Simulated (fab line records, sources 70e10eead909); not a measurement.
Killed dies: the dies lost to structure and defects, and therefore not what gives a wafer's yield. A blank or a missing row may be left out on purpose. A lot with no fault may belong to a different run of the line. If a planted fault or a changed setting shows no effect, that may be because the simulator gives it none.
Which tool was responsible? + flow nandHarc + 21 wafers sampled from 7 lots at 1 step of a route of 1302

## WHAT THE GAUGES READ, wafer by wafer
NHARC_P_BONDPAD_OVL_MEAS_38.
| lot  | measured     | on         | overlayXNm (nm) |
|------|--------------|------------|-----------------|
| L624 | day 7 08:12  | overlay-02 | 2 1 1           |
| L627 | day 8 15:19  | overlay-01 | 6 6 6           |
| L629 | day 9 10:59  | overlay-02 | -2 -3 -3        |
| L638 | day 13 02:46 | overlay-02 | 2 2 2           |
| L640 | day 14 03:22 | overlay-02 | 0 -1 0          |
| L643 | day 15 06:55 | overlay-01 | -4 -4 -5        |
| L644 | day 16 01:43 | overlay-02 | 0 0 0           |

## WHAT TOOL EACH LOT RAN ON (gives the tool, then ch and the chambers of the sampled wafers, and finally the start)
No process step before these readings appears in the record.

## THE ANSWER, worked out from the rows above alone
Rule: what is usual is taken from the lots themselves. The widest of any qualifying gaps counts: lots, ordered by their means at a reading, are off when they make up no more than a third of the lots, leave a main group of 4 or more, and stand apart from it by 3 or more times the standard deviation of that group's means. Not used: any main group whose means are identical at the precision the tables above print for the reading. Also off: a lot with no number at a reading for which 4 or more lots have one. All remaining lots with rows at the step are treated as sound.
Nothing can be told from this: no lot is off at any reading shown.

## WHAT THE SIMULATOR HAD INSERTED
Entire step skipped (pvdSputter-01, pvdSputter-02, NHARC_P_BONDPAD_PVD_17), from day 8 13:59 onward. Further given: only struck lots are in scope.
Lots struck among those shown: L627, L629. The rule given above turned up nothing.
